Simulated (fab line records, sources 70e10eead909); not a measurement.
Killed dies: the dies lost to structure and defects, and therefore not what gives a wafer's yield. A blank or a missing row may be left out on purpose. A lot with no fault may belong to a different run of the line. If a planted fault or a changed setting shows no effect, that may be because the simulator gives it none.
fab line records -- flow nand-harc
[record] lots = 11, wafers = 33, last-day = 33
route steps=1302 shown P_START@1 P_STI@80 P_GATE@132 END@1302
lots untouched by any fault: they come from a run of this same line in which no faults occurred
start-h: hours from the record's opening day to when the first of the lot's shown wafers began -- wait-h: how many hours have passed since the lot's step before this one -- " repeats the value in the row above -- L1.1+2: a single row standing in for several wafers -- - either no value or no given start -- * or withheld: withheld -- < > ~ a bound
route shown NAME@n: NAME is a module with steps in the file, n the number in the route of the first one -- usual: mean/standard deviation of fault-free wafers -- same: alike in all rows -- chamber/n: place in a boat -- sites: each site's reading -- _std_site: standard deviation across them -- _edge_site: the outer-site mean with the inner-site mean subtracted -- radius-mm: how far each site lies from the wafer's centre -- mask NAME#n: copy n -- behind: the most recent tool/chamber to have shaped the wafer -- hold: why the lot was held/for how many hours/how that ended -- device: the transistor (n, p or np) that didn't switch -- end of line: the tests these same wafers got at the end of their route -- a step with no rows: only its recipe -- killed: at the first sort, the dies lost to defects and structure; wafer yield is something else -- map: dies across one wafer; x = killed, . = not, _ = none there
set.NAME: the setting as run; set.NAME@STEP: as run at that earlier step -- model.NAME: the simulator's own value behind a step, which no gauge read
a sample of lots followed through the steps of the route, with each step as a table and each wafer as a row
services: a tool's chamber out of use, with start hour (start-h, from the record's first day; less than 0 if before it), hours out, and reason
[[steps]]
[step NHARC_P_START_INSPECT_01]
[usual] raw-defect-count = 3.8/2
lot.wafer,tool,chamber,start-h,wait-h,raw-defect-count
L313.2,defect-inspect-02,-,30.04,-,3
L313.3,defect-inspect-02,-,30.04,-,2
L313.5,defect-inspect-02,-,30.04,-,4
L316.1,defect-inspect-01,-,60.04,-,1
L316.2,defect-inspect-01,-,60.04,-,4
L316.5,defect-inspect-01,-,60.04,-,4
L318.2,defect-inspect-01,-,80.04,-,5
L318.3,defect-inspect-01,-,80.04,-,1
L318.5,defect-inspect-01,-,80.04,-,3
L319.2,defect-inspect-01,-,90.04,-,4
L319.4,defect-inspect-01,-,90.04,-,2
L319.6,defect-inspect-01,-,90.04,-,4
L320.1,defect-inspect-02,-,100.04,-,3
L320.2,defect-inspect-02,-,100.04,-,3
L320.5,defect-inspect-02,-,100.04,-,3
L322.3,defect-inspect-02,-,120.04,-,4
L322.4,defect-inspect-02,-,120.04,-,3
L322.5,defect-inspect-02,-,120.04,-,6
L326.1,defect-inspect-02,-,160.04,-,4
L326.5,defect-inspect-02,-,160.04,-,2
L326.6,defect-inspect-02,-,160.04,-,6
L327.3,defect-inspect-02,-,170.04,-,0
L327.4,defect-inspect-02,-,170.04,-,7
L327.5,defect-inspect-02,-,170.04,-,4
L328.2,defect-inspect-01,-,180.04,-,4
L328.3,defect-inspect-01,-,180.04,-,1
L328.4,defect-inspect-01,-,180.04,-,6
L332.1,defect-inspect-01,-,220.04,-,5
L332.2,defect-inspect-01,-,220.04,-,3
L332.6,defect-inspect-01,-,220.04,-,3
L335.3,defect-inspect-01,-,250.05,-,5
L335.4,defect-inspect-01,-,250.05,-,7
L335.5,defect-inspect-01,-,250.05,-,3
[step NHARC_P_STI_EXPOSE_06]
[recipe] na = 0.55, target-cd-nm = 200, dose-mj = 37.69, mask-id = P_STI
[usual] exposure-dose-mJ-cm2 = 37.69/0.035
lot.wafer,tool,chamber,start-h,wait-h,mask,exposure-dose-mJ-cm2
L313.2,krf-scanner-01,0,56.05,-,P_STI#0,37.73
L313.3,krf-scanner-01,0,56.05,-,P_STI#0,37.70
L313.5,krf-scanner-01,0,56.05,-,P_STI#0,37.69
L316.1,krf-scanner-02,0,86.60,-,P_STI#0,37.74
L316.2,krf-scanner-02,0,86.60,-,P_STI#0,37.67
L316.5,krf-scanner-02,0,86.60,-,P_STI#0,37.70
L318.2,krf-scanner-01,0,111.80,-,P_STI#0,37.70
L318.3,krf-scanner-01,0,111.80,-,P_STI#0,37.76
L318.5,krf-scanner-01,0,111.80,-,P_STI#0,37.73
L319.2,krf-scanner-03,0,116.77,-,P_STI#0,37.69
L319.4,krf-scanner-03,0,116.77,-,P_STI#0,37.63
L319.6,krf-scanner-03,0,116.77,-,P_STI#0,37.64
L320.1,krf-scanner-02,0,123.55,-,P_STI#0,37.76
L320.2,krf-scanner-02,0,123.55,-,P_STI#0,37.68
L320.5,krf-scanner-02,0,123.55,-,P_STI#0,37.66
L322.3,krf-scanner-02,0,142.28,-,P_STI#0,37.66
L322.4,krf-scanner-02,0,142.28,-,P_STI#0,37.67
L322.5,krf-scanner-02,0,142.28,-,P_STI#0,37.65
L326.1,krf-scanner-02,0,184.01,-,P_STI_R1#0,37.70
L326.5,krf-scanner-02,0,184.01,-,P_STI_R1#0,37.67
L326.6,krf-scanner-02,0,184.01,-,P_STI_R1#0,37.70
L327.3,krf-scanner-02,0,194.15,-,P_STI#0,37.70
L327.4,krf-scanner-02,0,194.15,-,P_STI#0,37.65
L327.5,krf-scanner-02,0,194.15,-,P_STI#0,37.69
L328.2,krf-scanner-02,0,201.69,-,P_STI#0,37.74
L328.3,krf-scanner-02,0,201.69,-,P_STI#0,37.68
L328.4,krf-scanner-02,0,201.69,-,P_STI#0,37.71
L332.1,krf-scanner-03,0,247.81,-,P_STI#0,37.66
L332.2,krf-scanner-03,0,247.81,-,P_STI#0,37.69
L332.6,krf-scanner-03,0,247.81,-,P_STI#0,37.67
L335.3,krf-scanner-01,0,268.97,-,P_STI#0,37.70
L335.4,krf-scanner-01,0,268.97,-,P_STI#0,37.70
L335.5,krf-scanner-01,0,268.97,-,P_STI#0,37.69
[step NHARC_P_STI_CD_MEAS_09]
[recipe] target-cd-nm = 200, landing-energy-ev = 500
[usual] cd-nm = 197.3/1.9
lot.wafer,tool,chamber,start-h,wait-h,cd-nm
L313.2,cd-sem-03,0,56.20,-,199.7
L313.3,cd-sem-03,0,56.20,-,197.9
L313.5,cd-sem-03,0,56.20,-,197.7
L316.1,cd-sem-01,0,86.75,-,197.5
L316.2,cd-sem-01,0,86.75,-,197.4
L316.5,cd-sem-01,0,86.75,-,198.1
L318.2,cd-sem-02,0,111.95,-,194.5
L318.3,cd-sem-02,0,111.95,-,193.9
L318.5,cd-sem-02,0,111.95,-,195.1
L319.2,cd-sem-02,0,116.92,-,198.9
L319.4,cd-sem-02,0,116.92,-,199.2
L319.6,cd-sem-02,0,116.92,-,198.0
L320.1,cd-sem-03,0,123.71,-,199.8
L320.2,cd-sem-03,0,123.71,-,199.9
L320.5,cd-sem-03,0,123.71,-,196.1
L322.3,cd-sem-03,0,142.42,-,200.6
L322.4,cd-sem-03,0,142.42,-,197.7
L322.5,cd-sem-03,0,142.42,-,198.1
L326.1,cd-sem-01,0,184.17,-,212.5
L326.5,cd-sem-01,0,184.17,-,213.7
L326.6,cd-sem-01,0,184.17,-,212.7
L327.3,cd-sem-02,0,194.30,-,199.2
L327.4,cd-sem-02,0,194.30,-,197.7
L327.5,cd-sem-02,0,194.30,-,195.9
L328.2,cd-sem-01,0,201.84,-,199.0
L328.3,cd-sem-01,0,201.84,-,196.8
L328.4,cd-sem-01,0,201.84,-,192.7
L332.1,cd-sem-02,0,247.97,-,196.0
L332.2,cd-sem-02,0,247.97,-,196.5
L332.6,cd-sem-02,0,247.97,-,197.0
L335.3,cd-sem-01,0,269.12,-,196.7
L335.4,cd-sem-01,0,269.12,-,197.2
L335.5,cd-sem-01,0,269.12,-,197.4
[step NHARC_P_STI_OCD_MEAS_17]
[usual] trench-depth-nm = 300/3.8, trench-foot-cd-nm = 155.4/2
lot.wafer,tool,chamber,start-h,wait-h,trench-depth-nm,trench-foot-cd-nm
L313.2,ocd-02,-,57.02,0.1,306,156.9
L313.3,ocd-02,-,57.02,0.1,302,155.3
L313.5,ocd-02,-,57.02,0.1,304,155.4
L316.1,ocd-01,-,87.55,0.1,298,155.9
L316.2,ocd-01,-,87.55,0.1,301,155.0
L316.5,ocd-01,-,87.55,0.1,294,157.7
L318.2,ocd-01,-,112.73,0.1,302,152.6
L318.3,ocd-01,-,112.73,0.1,303,151.7
L318.5,ocd-01,-,112.73,0.1,292,154.1
L319.2,ocd-02,-,117.70,0.1,298,157.6
L319.4,ocd-02,-,117.70,0.1,300,157.1
L319.6,ocd-02,-,117.70,0.1,301,155.7
L320.1,ocd-02,-,124.50,0.1,304,157.3
L320.2,ocd-02,-,124.50,0.1,304,157.2
L320.5,ocd-02,-,124.50,0.1,305,153.8
L322.3,ocd-01,-,143.20,0.1,306,158.5
L322.4,ocd-01,-,143.20,0.1,301,156.0
L322.5,ocd-01,-,143.20,0.1,307,154.9
L326.1,ocd-02,-,184.95,0.1,301,170.3
L326.5,ocd-02,-,184.95,0.1,304,170.3
L326.6,ocd-02,-,184.95,0.1,297,170.7
L327.3,ocd-01,-,195.09,0.1,296,158.3
L327.4,ocd-01,-,195.09,0.1,292,156.6
L327.5,ocd-01,-,195.09,0.1,294,154.6
L328.2,ocd-01,-,202.62,0.1,301,156.4
L328.3,ocd-01,-,202.62,0.1,294,155.7
L328.4,ocd-01,-,202.62,0.1,303,149.7
L332.1,ocd-01,-,249.25,0.1,297,154.0
L332.2,ocd-01,-,249.25,0.1,298,154.9
L332.6,ocd-01,-,249.25,0.1,295,155.9
L335.3,ocd-01,-,270.10,0.1,301,155.2
L335.4,ocd-01,-,270.10,0.1,306,154.6
L335.5,ocd-01,-,270.10,0.1,303,155.1
[step NHARC_P_GATE_DEP_103]
[recipe] target-thk-a = 300, target-thk-nm = 30, temp-c = 400, flow-sccm = 200, rf-w = 350, material = SiON
[usual] heater-power-outer-w = 446/62, heater-power-w = 736/84, rf-fwd-power-W = 348.4/1.1
lot.wafer,tool,chamber,start-h,wait-h,heater-power-outer-w,heater-power-w,rf-fwd-power-W,since-wet-clean-h
L313.3,pecvd-03,2,104.97,0.4,491,803,349.3,88
L313.2,pecvd-03,0,104.97,0.4,517,763,349.2,88
L313.5,pecvd-03,0,104.97,0.4,501,756,351.4,-
L316.1,pecvd-03,0,140.30,0.5,454,706,349.3,123
L316.2,pecvd-03,1,140.30,0.5,408,772,348.6,123
L316.5,pecvd-03,1,140.30,0.5,415,749,347.1,-
L319.2,pecvd-03,2,164.66,0.5,434,745,349.7,148
L319.4,pecvd-03,1,164.66,0.5,488,865,348.1,-
L319.6,pecvd-03,2,164.66,0.5,447,720,346.3,-
L318.2,pecvd-02,1,165.26,0.5,332,620,348.9,106
L318.3,pecvd-02,2,165.26,0.5,399,627,348.2,106
L318.5,pecvd-02,1,165.26,0.5,326,630,348.6,-
L320.2,pecvd-01,1,174.29,0.5,486,831,349.0,31
L320.1,pecvd-01,2,174.29,0.5,538,913,347.5,31
L320.5,pecvd-01,1,174.29,0.5,491,835,349.7,-
L322.3,pecvd-01,2,193.40,0.4,537,861,347.0,50
L322.4,pecvd-01,1,193.40,0.4,567,895,346.9,-
L322.5,pecvd-01,2,193.40,0.4,524,887,348.3,-
L326.1,pecvd-01,0,239.81,0.6,465,726,348.0,97
L326.5,pecvd-01,0,239.81,0.6,466,710,347.4,-
L326.6,pecvd-01,1,239.81,0.6,539,846,345.4,-
L327.3,pecvd-02,1,247.70,0.3,362,655,347.0,7
L327.4,pecvd-02,1,247.70,0.3,353,655,347.5,-
L327.5,pecvd-02,2,247.70,0.3,427,656,348.7,-
L328.3,pecvd-02,0,259.09,0.4,477,776,348.1,19
L328.2,pecvd-02,1,259.09,0.4,292,548,346.7,19
L328.4,pecvd-02,1,259.09,0.4,287,555,348.3,-
L332.1,pecvd-02,2,298.38,0.6,479,710,349.2,58
L332.2,pecvd-02,0,298.38,0.6,383,653,347.2,58
L332.6,pecvd-02,2,298.38,0.6,480,724,350.3,-
L335.3,pecvd-03,1,322.52,0.4,368,691,347.2,125
L335.5,pecvd-03,2,322.52,0.4,455,761,348.0,-
L335.4,pecvd-03,0,322.52,0.4,469,750,350.1,-
[step NHARC_P_GATE_STRIP_112]
[recipe] power-w = 1500, temp-c = 110, time-s = 200, chemistry = N2/H2
[usual] drypump-motor-current-A = 6.0/0.42, heater-power-w = 91/5.4, temp-c = 110.04/0.12
[same] time-s = 200
lot.wafer,tool,chamber,start-h,wait-h,drypump-motor-current-A,heater-power-w,rf-hours-counter-h,temp-c
L313.2,plasma-asher-02,1,119.88,0.2,5.8,89,7,110.05
L313.3,plasma-asher-02,1,119.88,0.2,5.8,90,-,110.02
L313.5,plasma-asher-02,0,119.88,0.2,6.7,90,-,110.16
L316.2,plasma-asher-02,1,155.29,0.2,5.9,88,13,110.17
L316.1,plasma-asher-02,0,155.29,0.2,6.7,89,13,110.01
L316.5,plasma-asher-02,1,155.29,0.2,5.9,87,-,110.07
L319.2,plasma-asher-01,1,179.30,0.2,5.7,99,1,109.96
L319.4,plasma-asher-01,0,179.30,0.2,5.7,86,-,110.05
L319.6,plasma-asher-01,1,179.30,0.2,5.7,101,-,109.79
L318.2,plasma-asher-01,1,182.20,0.2,5.7,96,2,110.17
L318.3,plasma-asher-01,1,182.20,0.2,5.7,98,-,110.03
L318.5,plasma-asher-01,0,182.20,0.2,5.7,88,-,109.88
L320.1,plasma-asher-02,1,188.96,0.2,5.9,88,20,110.17
L320.2,plasma-asher-02,0,188.96,0.2,6.7,89,20,110.04
L320.5,plasma-asher-02,0,188.96,0.2,6.7,87,-,109.93
L322.4,plasma-asher-01,0,208.33,0.2,5.7,87,-,109.97
L322.3,plasma-asher-01,1,208.33,0.2,5.7,99,-,110.03
L322.5,plasma-asher-01,0,208.33,0.2,5.7,87,-,109.85
L326.1,plasma-asher-01,0,254.68,0.3,5.6,85,17,110.04
L326.6,plasma-asher-01,0,254.68,0.3,5.7,89,-,110.07
L326.5,plasma-asher-01,1,254.68,0.3,5.7,100,-,110.04
L327.4,plasma-asher-01,0,262.89,0.2,5.7,85,-,110.19
L327.3,plasma-asher-01,1,262.89,0.2,5.7,101,-,109.85
L327.5,plasma-asher-01,1,262.89,0.2,5.7,98,-,110.04
L328.2,plasma-asher-01,0,274.16,0.2,5.6,87,23,110.04
L328.4,plasma-asher-01,1,274.16,0.2,5.7,102,-,110.06
L328.3,plasma-asher-01,0,274.16,0.2,5.7,88,-,110.04
L332.2,plasma-asher-01,0,313.21,0.2,5.7,86,30,109.84
L332.1,plasma-asher-01,1,313.21,0.2,5.6,102,30,110.19
L332.6,plasma-asher-01,0,313.21,0.2,5.7,85,-,109.88
L335.4,plasma-asher-02,0,343.81,0.2,6.7,86,-,109.85
L335.3,plasma-asher-02,1,343.81,0.2,5.9,90,-,109.95
L335.5,plasma-asher-02,0,343.81,0.2,6.7,87,-,109.97
[step NHARC_END_SORT_01]
[recipe] temp-c = 25
[usual] killed-at-array = 50/16, killed-at-other = 0.8/1, killed-at-periphery = 4/3.1, killed-dies = 54/16, killed-open = 3.2/2, killed-short = 2.5/1.6
[same] gross-dies = 677
lot.wafer,tool,chamber,start-h,wait-h,killed-at-array,killed-at-other,killed-at-periphery,killed-dies,killed-open,killed-short
L328.2,prober-01,0,717.62,2.8,68,0,2,70,1,2
L328.3,prober-01,0,718.41,3.1,64,0,5,69,7,2
L328.4,prober-01,0,719.21,3.4,55,0,6,61,5,0
// killed by level:class
L328.2 A_CHANNEL_HOLE_D1:chamber-film-flake=32 A_SLIT:chamber-film-flake=29 A_CONTACT:chamber-film-flake=4 A_CHANNEL_HOLE_D1:geometric-particle:short=1 A_CHANNEL_FILL_D2:geometric-particle:short=1 A_M1:geometric-particle:open=1 P_ZERO_WELL:chamber-film-flake=1 P_GATE:chamber-film-flake=1
L328.3 A_SLIT:chamber-film-flake=28 A_CHANNEL_HOLE_D1:chamber-film-flake=27 A_CHANNEL_FILL_D1:geometric-particle:open=2 P_GATE:chamber-film-flake=2 P_CONTACT:geometric-particle:open=1 P_M0:geometric-particle:open=1 P_M2:geometric-particle:short=1 A_ONON_D1:geometric-particle:open=1
L328.4 A_CHANNEL_HOLE_D1:chamber-film-flake=23 A_SLIT:chamber-film-flake=23 A_CONTACT:chamber-film-flake=4 P_GATE:chamber-film-flake=3 P_CONTACT:geometric-particle:open=1 P_M0:geometric-particle:open=1 A_ONON_D1:geometric-particle:open=1 A_CHANNEL_FILL_D2:geometric-particle:open=1
[[services]]
tool,chamber,start-h,hours,kind
pecvd-02,-,46.26,13.0,pm
plasma-asher-01,-,51.59,2.5,repair
plasma-asher-01,-,68.15,2.4,repair
plasma-asher-02,-,72.00,9.0,pm
krf-scanner-02,-,81.68,2.4,repair
plasma-asher-01,-,82.72,2.2,repair
krf-scanner-02,-,89.67,4.1,repair
plasma-asher-02,-,92.52,6.0,repair
krf-scanner-02,-,94.00,4.0,pm
krf-scanner-02,-,103.59,3.3,repair
plasma-asher-02,-,111.08,0.4,repair
pecvd-02,-,113.83,1.2,repair
pecvd-01,-,130.23,13.0,pm
pecvd-03,1,144.68,3.9,repair
plasma-asher-02,-,147.42,0.9,repair
plasma-asher-01,-,165.00,9.0,pm
pecvd-03,-,185.00,13.0,pm
krf-scanner-02,-,208.56,0.6,repair
plasma-asher-01,-,219.38,1.6,repair
pecvd-02,-,227.26,13.0,pm
krf-scanner-02,-,237.20,11.6,repair
plasma-asher-02,-,249.00,9.0,pm
krf-scanner-02,-,266.00,4.0,pm
plasma-asher-01,-,342.00,9.0,pm
[[key]]
[first-sign] step = NHARC_P_STI_EXPOSE_06, reading = mask, direction = changed
[effect] step = NHARC_P_STI_CD_MEAS_09, reading = cd-nm, direction = up, sigmas = 8.3, usual = 197.3, struck = 213.0
[effect] step = NHARC_P_STI_OCD_MEAS_17, reading = trench-foot-cd-nm, direction = up, sigmas = 7.6, usual = 155.4, struck = 170.4
met-at NHARC_P_STI_EXPOSE_06
struck-lots L326
tester-left-out L326
not-acting-at NHARC_P_START_INSPECT_01,NHARC_P_GATE_DEP_103,NHARC_P_GATE_STRIP_112
onset-between 142.28 184.01
[fault] kind = wrong-mask, tool = any, chamber = -, onset-h = 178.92, steps = NHARC_P_STI_EXPOSE_06, aux-copy = P_STI_R1#0, cd-offset-nm = 14.947, scope = struck-lots-only
// tester-left-out: of these lots the tester's yield and bins aren't shown, on N5 and GAA mostly nor the transistor test; their killed dies are dies lost to structure and defects alone, not to doping, threshold or leakage, so they don't give the yield
